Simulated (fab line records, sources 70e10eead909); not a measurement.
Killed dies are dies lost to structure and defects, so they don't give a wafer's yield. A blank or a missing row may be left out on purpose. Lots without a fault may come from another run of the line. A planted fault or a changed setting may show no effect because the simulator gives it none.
Which tool did it? | flow nand_harc | 6 lots, 18 wafers sampled, at 5 steps of a route of 1302

WHAT THE GAUGES READ, wafer by wafer
NHARC_END_SORT_01.
lot  | measured     | on        | killed_at_array
L255 | day 25 00:14 | prober-01 | 66 70 72
L260 | day 27 16:29 | prober-02 | 47 46 51
L268 | day 30 09:41 | prober-01 | 37 49 43
L269 | day 31 04:52 | prober-01 | 66 66 64
L273 | day 32 02:43 | prober-02 | 38 38 43
L277 | day 33 10:28 | prober-01 | 56 66 59

WHICH TOOL RAN EACH LOT (tool, then ch and the chambers of the sampled wafers, then the start)
lot  | NHARC_A_STAIRCASE_ETCH_271         | NHARC_A_STAIRCASE_ETCH_273                    | NHARC_A_STAIRCASE_HM_DEP_459  | NHARC_A_STAIRCASE_DEP_301
L255 | rie_diel-11 ch 1,2,3, day 16 19:46 | rie_diel-11 ch 0,1,3, day 17 01:04 or earlier | acl_dep-03 ch 0, day 17 01:04 | pecvd-02 ch 1,2, day 17 07:40
L260 | rie_diel-10 ch 1,2,3, day 19 09:47 | rie_diel-10 ch 0,1,2, day 19 16:26 or earlier | acl_dep-02 ch 0, day 19 16:26 | pecvd-02 ch 0,1,2, day 20 04:50
L268 | rie_diel-11 ch 0,2,3, day 22 08:20 | rie_diel-11 ch 0,1,3, day 22 11:19 or earlier | acl_dep-01 ch 0, day 22 11:19 | pecvd-04 ch 0,2, day 22 18:38
L269 | rie_diel-11 ch 0,1,2, day 23 01:26 | rie_diel-11 ch 0,2,3, day 23 05:49 or earlier | acl_dep-02 ch 0, day 23 05:49 | pecvd-02 ch 1,2, day 23 15:41
L273 | rie_diel-11 ch 1,2, day 24 06:41   | rie_diel-11 ch 0,1,3, day 24 10:25 or earlier | acl_dep-03 ch 0, day 24 10:25 | pecvd-02 ch 0,1,2, day 24 16:40
L277 | rie_diel-11 ch 1,3, day 25 16:38   | rie_diel-11 ch 0,1,2, day 25 22:37 or earlier | acl_dep-02 ch 0, day 25 22:37 | pecvd-02 ch 0,2, day 26 05:56
- NHARC_A_STAIRCASE_ETCH_271: etches the open film in CF4/CHF3.
- NHARC_A_STAIRCASE_ETCH_273: etches the open film in C4F8/O2/Ar, target depth 10200 nm, time 2468.6 s.
- NHARC_A_STAIRCASE_HM_DEP_459: deposits aC, target thk 1500 nm.
- NHARC_A_STAIRCASE_DEP_301: deposits SiON, target thk 30 nm.

THE ANSWER, worked out from the rows above alone
Rule: what is usual is taken from the lots themselves. Put in order of their means at a reading, lots are off if they are a third of the lots or fewer, leave a main group of 4 or more, and stand apart from it by a gap of 3 or more times the standard deviation of the main group's means; of several such gaps the widest counts. A main group whose means are all the same, to the digits that the tables above print for the reading, isn't used. A lot without any number at a reading at which 4 lots or more have one is off too. The other lots that the step has rows for count as sound.
No lot is off at any reading shown: from this, nothing can be told.

WHAT THE SIMULATOR HAD PUT IN
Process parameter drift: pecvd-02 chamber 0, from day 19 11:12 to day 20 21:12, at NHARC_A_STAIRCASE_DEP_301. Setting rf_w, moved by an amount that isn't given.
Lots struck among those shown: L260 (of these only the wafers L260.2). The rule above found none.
